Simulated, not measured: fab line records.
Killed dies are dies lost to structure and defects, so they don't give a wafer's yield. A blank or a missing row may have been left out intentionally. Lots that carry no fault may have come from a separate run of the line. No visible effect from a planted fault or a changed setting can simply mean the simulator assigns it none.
Which tool was responsible? :: flow nand harc :: Sampling: 12 lots, 36 wafers, 4 of 1302 route steps

## WHAT THE GAUGES SHOWED, per wafer
NHARC_P_GATE_CD_MEAS_33. Usual: 120.2 nm for cd nm, sd 1.6.
lot: L494
measured: day 5 01:20
on: cd sem-03
cd nm (nm): 123.1 120.8 121.4
flag: 

lot: L495
measured: day 5 17:46
on: cd sem-02
cd nm (nm): 119.6 118.2 119.2
flag: 

lot: L496
measured: day 6 00:38
on: cd sem-01
cd nm (nm): 119.6 118.3 121.2
flag: 

lot: L497
measured: day 6 07:05
on: cd sem-03
cd nm (nm): 121.3 122.6 122.0
flag: 

lot: L498
measured: day 6 16:02
on: cd sem-02
cd nm (nm): 121.8 121.3 122.5
flag: 

lot: L508
measured: day 11 04:02
on: cd sem-03
cd nm (nm): 118.6 119.2 121.0
flag: 

lot: L509
measured: day 11 03:53
on: cd sem-01
cd nm (nm): 121.2 118.6 121.3
flag: 

lot: L510
measured: day 11 21:22
on: cd sem-02
cd nm (nm): 119.5 119.3 120.5
flag: 

lot: L512
measured: day 12 11:04
on: cd sem-01
cd nm (nm): 121.3 118.2 121.0
flag: 

lot: L513
measured: day 12 21:20
on: cd sem-01
cd nm (nm): 121.7 121.8 119.5
flag: 

lot: L514
measured: day 13 13:15
on: cd sem-01
cd nm (nm): 121.2 118.6 120.9
flag: 

lot: L517
measured: day 14 10:20
on: cd sem-01
cd nm (nm): 123.6 121.8 121.7
flag: 

NHARC_P_GATE_CD_MEAS_59: target cd 720 nm. Usual: 720.2 nm for cd nm, sd 1.3.
lot: L494
measured: day 5 14:19
on: cd sem-01
cd nm (nm): 719.9 719.6 719.8
flag: 

lot: L495
measured: day 6 06:18
on: cd sem-01
cd nm (nm): 723.0 723.9 721.8
flag: 

lot: L496
measured: day 6 13:14
on: cd sem-01
cd nm (nm): 719.4 718.7 719.1
flag: 

lot: L497
measured: day 6 19:45
on: cd sem-02
cd nm (nm): 716.3 715.5 715.7
flag: OFF

lot: L498
measured: day 7 04:55
on: cd sem-03
cd nm (nm): 719.6 719.1 720.9
flag: 

lot: L508
measured: day 11 16:50
on: cd sem-02
cd nm (nm): 720.1 722.3 721.8
flag: 

lot: L509
measured: day 11 16:36
on: cd sem-03
cd nm (nm): 720.1 720.8 717.8
flag: 

lot: L510
measured: day 12 10:13
on: cd sem-01
cd nm (nm): 722.4 721.3 721.7
flag: 

lot: L512
measured: day 12 23:41
on: cd sem-03
cd nm (nm): 718.3 718.2 719.5
flag: 

lot: L513
measured: day 13 12:17
on: cd sem-01
cd nm (nm): 718.6 717.7 719.0
flag: 

lot: L514
measured: day 14 02:06
on: cd sem-03
cd nm (nm): 721.0 719.8 720.7
flag: 

lot: L517
measured: day 14 23:08
on: cd sem-02
cd nm (nm): 718.9 721.0 719.2
flag: 

## WHAT TOOL EACH LOT RAN ON (gives the tool, then ch and the chambers of the sampled wafers, and finally the start)
lot: L494
NHARC_P_GATE_DESCUM_13: rie diel-05 ch 1,3, day 4 09:46
NHARC_P_GATE_EXPOSE_56: krf scanner-04 ch 0, day 5 14:10

lot: L495
NHARC_P_GATE_DESCUM_13: rie diel-01 ch 0,1,3, day 5 02:30
NHARC_P_GATE_EXPOSE_56: krf scanner-02 ch 0, day 6 06:08

lot: L496
NHARC_P_GATE_DESCUM_13: rie diel-01 ch 0,1,2, day 5 06:43
NHARC_P_GATE_EXPOSE_56: krf scanner-02 ch 0, day 6 13:05

lot: L497
NHARC_P_GATE_DESCUM_13: rie diel-05 ch 0,1,3, day 5 15:56
NHARC_P_GATE_EXPOSE_56: krf scanner-02 ch 0, day 6 19:35

lot: L498
NHARC_P_GATE_DESCUM_13: rie diel-05 ch 0,3, day 5 23:53
NHARC_P_GATE_EXPOSE_56: krf scanner-02 ch 0, day 7 04:46

lot: L508
NHARC_P_GATE_DESCUM_13: rie diel-01 ch 0,2,3, day 10 13:07
NHARC_P_GATE_EXPOSE_56: krf scanner-04 ch 0, day 11 16:41

lot: L509
NHARC_P_GATE_DESCUM_13: rie diel-05 ch 0,2,3, day 10 13:16
NHARC_P_GATE_EXPOSE_56: krf scanner-03 ch 0, day 11 16:27

lot: L510
NHARC_P_GATE_DESCUM_13: rie diel-05 ch 0,2, day 11 04:08
NHARC_P_GATE_EXPOSE_56: krf scanner-02 ch 0, day 12 10:04

lot: L512
NHARC_P_GATE_DESCUM_13: rie diel-07 ch 1,3, day 11 20:07
NHARC_P_GATE_EXPOSE_56: krf scanner-04 ch 0, day 12 23:32

lot: L513
NHARC_P_GATE_DESCUM_13: rie diel-01 ch 0,1,2, day 12 05:52
NHARC_P_GATE_EXPOSE_56: krf scanner-03 ch 0, day 13 12:08

lot: L514
NHARC_P_GATE_DESCUM_13: rie diel-05 ch 0,1,2, day 12 22:12
NHARC_P_GATE_EXPOSE_56: krf scanner-04 ch 0, day 14 01:57

lot: L517
NHARC_P_GATE_DESCUM_13: rie diel-07 ch 0,3, day 13 19:23
NHARC_P_GATE_EXPOSE_56: krf scanner-02 ch 0, day 14 22:59
- NHARC_P_GATE_DESCUM_13: chemistry O2, time 3 s.
- NHARC_P_GATE_EXPOSE_56: exposes mask P PSD, target cd 720 nm.

## WHAT THE TOOLS THEMSELVES READ (means of the sampled wafers that have a number; where no wafer has one, the mark that the record gives instead)
NHARC_P_GATE_DESCUM_13. Usual: drypump motor current A 5.9 A, standard deviation 0.51; oes product au 0.999 a.u., standard deviation 0.007; rf vpp V 57.9 V, standard deviation 0.91; showerhead plenum p Torr 1.97 Torr, standard deviation 0.068; throttle valve pct 11.310 %, standard deviation 0.01.
lot: L494
tool: rie diel-05
drypump motor current A (A): 6.4
oes product au (a.u.): 1.006
rf vpp V (V): 57.9
showerhead plenum p Torr (Torr): 1.98
throttle valve pct (%): 11.312
flag: 

lot: L495
tool: rie diel-01
drypump motor current A (A): 6.0
oes product au (a.u.): 0.997
rf vpp V (V): 57.8
showerhead plenum p Torr (Torr): 1.98
throttle valve pct (%): 11.316
flag: 

lot: L496
tool: rie diel-01
drypump motor current A (A): 5.7
oes product au (a.u.): 0.997
rf vpp V (V): 57.9
showerhead plenum p Torr (Torr): 1.98
throttle valve pct (%): 11.312
flag: 

lot: L497
tool: rie diel-05
drypump motor current A (A): 6.1
oes product au (a.u.): 0.997
rf vpp V (V): 57.9
showerhead plenum p Torr (Torr): 1.98
throttle valve pct (%): 11.311
flag: 

lot: L498
tool: rie diel-05
drypump motor current A (A): 5.9
oes product au (a.u.): 0.998
rf vpp V (V): 58.6
showerhead plenum p Torr (Torr): 1.98
throttle valve pct (%): 11.301
flag: 

lot: L508
tool: rie diel-01
drypump motor current A (A): 5.6
oes product au (a.u.): 0.994
rf vpp V (V): 57.4
showerhead plenum p Torr (Torr): 1.95
throttle valve pct (%): 11.310
flag: 

lot: L509
tool: rie diel-05
drypump motor current A (A): 6.1
oes product au (a.u.): 1.001
rf vpp V (V): 58.7
showerhead plenum p Torr (Torr): 1.97
throttle valve pct (%): 11.299
flag: 

lot: L510
tool: rie diel-05
drypump motor current A (A): 6.3
oes product au (a.u.): 1.007
rf vpp V (V): 58.2
showerhead plenum p Torr (Torr): 1.93
throttle valve pct (%): 11.317
flag: 

lot: L512
tool: rie diel-07
drypump motor current A (A): 6.3
oes product au (a.u.): 0.993
rf vpp V (V): 56.9
showerhead plenum p Torr (Torr): 1.90
throttle valve pct (%): 11.308
flag: 

lot: L513
tool: rie diel-01
drypump motor current A (A): 5.7
oes product au (a.u.): 1.003
rf vpp V (V): 57.8
showerhead plenum p Torr (Torr): 1.98
throttle valve pct (%): 11.301
flag: 

lot: L514
tool: rie diel-05
drypump motor current A (A): 6.3
oes product au (a.u.): 1.011
rf vpp V (V): 57.5
showerhead plenum p Torr (Torr): 1.94
throttle valve pct (%): 11.313
flag: 

lot: L517
tool: rie diel-07
drypump motor current A (A): 5.4
oes product au (a.u.): 0.999
rf vpp V (V): 57.9
showerhead plenum p Torr (Torr): 2.04
throttle valve pct (%): 11.302
flag: 

## THE ANSWER, worked out from the rows above alone
Rule: lot off if the mean of its wafers having a number is beyond 3 standard deviations from the usual mean. Also off: a lot with no number at a reading for which 4 or more lots have one. Any other lot the step has rows for is counted as sound. The gauges are gone through in route order, then the tools' own readings, and for those a lot's mean is taken as printed above. The first step at which some lot is off is used, and at that step the reading that is off furthest; a lot without a number counts as furthest.
Off at NHARC_P_GATE_CD_MEAS_59 (cd nm): L497.
A tool fits if, at a process step before that reading, it ran every lot that is off, and no sound lot after the first of them. Those tools and the gauges at NHARC_P_GATE_CD_MEAS_59 are tried in the same way. No candidate that was tried fits.

## WHAT THE SIMULATOR HAD INSERTED
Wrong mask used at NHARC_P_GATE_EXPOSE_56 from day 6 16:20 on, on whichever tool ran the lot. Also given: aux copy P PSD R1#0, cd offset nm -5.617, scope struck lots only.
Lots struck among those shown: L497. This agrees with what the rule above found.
